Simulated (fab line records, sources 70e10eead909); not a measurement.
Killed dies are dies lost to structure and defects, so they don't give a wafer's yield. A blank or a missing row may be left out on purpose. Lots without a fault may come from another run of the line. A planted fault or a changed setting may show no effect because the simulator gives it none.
Problem report in the 8D (eight disciplines) form, filled by code | flow nand_harc | the parts of the form that need people (team, actions taken, sign-off) are left out

1. THE PROBLEM
killed_at_other at NHARC_END_SORT_01 reads a mean of 50.7 on 6 wafers of 2 lots; wafers without a fault read 0.8 with a standard deviation of 1.1. That is +45 standard deviations from the usual mean.
First seen on wafer L719.2, day 33 05:57, on prober-02. The record holds 39 wafers of 13 lots with a number at this step. Rule for "out", or "out of limits": more than 4 standard deviations from the usual mean. The other wafers with a number count as sound.

2. WHAT IT IS AND WHAT IT IS NOT
question                    | is                     | is not
which readings at this step | killed_at_other        | killed_at_array, killed_at_periphery, killed_open, killed_short
which lots                  | L718, L719             | L697, L699, L701, L702, L704, L705, L709, L710, L711, L715, L720
which wafers of those lots  | all that have a number | -
read on which gauges        | prober-01, prober-02   | -
when                        | from day 33 05:57      | up to then (30 sound wafers); but 3 sound wafers of L720 came after

3. SUSPECTS, AND WHAT RULES EACH OUT
Counting: a tool at a process step up to the reading stays a suspect if it ran every lot that is out and no sound lot after the first of them.
- the gauge at NHARC_END_SORT_01: ruled out. The wafers that are out were read on 2 gauges (prober-01, prober-02).
- plasma_asher-02 at NHARC_THIN_TSV_STRIP_62 (strips in N2/H2, time 20 s): kept. It ran every lot that is out, first L719 (day 32 16:59), and no sound lot after that; its last sound lot up to then is L715 (day 31 07:05).
- pvd_sputter-03 at NHARC_THIN_TSV_PVD_51 (deposits Cu, target thk 100 nm): kept. It ran every lot that is out, first L719 (day 32 17:25), and no sound lot after that; its last sound lot up to then is L711 (day 29 17:20).
Left after counting: plasma_asher-02 at NHARC_THIN_TSV_STRIP_62, pvd_sputter-03 at NHARC_THIN_TSV_PVD_51.

4. THE CAUSE (what the simulator had put in)
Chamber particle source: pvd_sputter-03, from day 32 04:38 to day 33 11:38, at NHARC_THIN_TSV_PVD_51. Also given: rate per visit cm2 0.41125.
Counting left 2 suspects, and this tool is among them.

5. THE CHAIN OF EFFECTS, in route order
Each row: a reading whose mean over the struck wafers that have a number lies more than 3 standard deviations from the usual. Only readings for which the record gives a usual standard deviation are gone through. hours: the time from each lot's start at the first step in this table that gives one to its start at this step, as a median over the lots. sigmas: the change in usual standard deviations.
hours | step              | reading         | usual | on struck wafers | change | sigmas
0     | NHARC_END_SORT_01 | killed_at_other | 0.8   | 50.7             | +49.9  | +45

6. WHAT WOULD HAVE CAUGHT IT SOONER
In this record the first reading out of limits at a measuring or inspecting step was taken at day 33 05:57, 25 hours after the fault began at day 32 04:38.
Of the tool readings at NHARC_THIN_TSV_PVD_51 for which the record gives a usual standard deviation, none was out on any struck wafer, so an alarm limit of 4 standard deviations on them would not have fired.
All the lots that are out (2) had begun NHARC_THIN_TSV_PVD_51 on pvd_sputter-03 by day 33 05:57. A hold on the tool at that time would have spared none of them.
